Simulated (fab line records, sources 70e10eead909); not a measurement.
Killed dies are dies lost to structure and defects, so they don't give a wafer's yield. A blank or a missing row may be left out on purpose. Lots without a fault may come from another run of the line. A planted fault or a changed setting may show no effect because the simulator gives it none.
Chamber matching | flow nand_harc | NHARC_P_GATE_DESCUM_48 on rie_diel-05: 4 sister chambers
The step chemistry O2, time 3 s. 4 wafers are shown with their chamber, then 10 later ones without.

WAFERS WITH THEIR CHAMBER
wafer  | chamber | showerhead_plenum_p_Torr (Torr)
L088.4 | 0       | 1.96
L091.4 | 1       | 2.02
L092.2 | 2       | 2.06
L092.4 | 3       | 2.00

WAFERS WITHOUT THEIR CHAMBER
wafer  | showerhead_plenum_p_Torr (Torr)
L092.6 | 2.00
L093.2 | 1.96
L093.3 | 2.02
L093.4 | 2.00
L093.1 | 2.06
L093.5 | 2.02
L093.6 | 1.96
L097.1 | 2.00
L097.2 | 1.96
L097.6 | 2.01

WHICH CHAMBER EACH WENT THROUGH
wafer  | from the rows above     | in truth
L092.6 | 3                       | 3
L093.2 | 0                       | 0
L093.3 | 1                       | 1
L093.4 | 3                       | 3
L093.1 | 2                       | 2
L093.5 | 1                       | 1
L093.6 | 0                       | 0
L097.1 | 3                       | 3
L097.2 | 0                       | 0
L097.6 | can't be placed: 3 or 1 | 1
Placed correctly: 9 of 10. Can't be placed from these rows: 1 (the true chamber is among the candidates in 1). Placed wrongly: 0.
How it was worked out, from the rows above alone: a wafer's distance from a chamber is the root of the sum, over the readings, of the square of ((its reading less the chamber's mean) divided by the reading's scatter). The wafer belongs to the nearest chamber; if the next one is less than 2 further off, it can't be placed. A chamber's mean is the mean of its shown wafers. The scatter: with one shown wafer a chamber, the root of the mean of the squares of how far each hidden wafer lies from its nearest shown one.
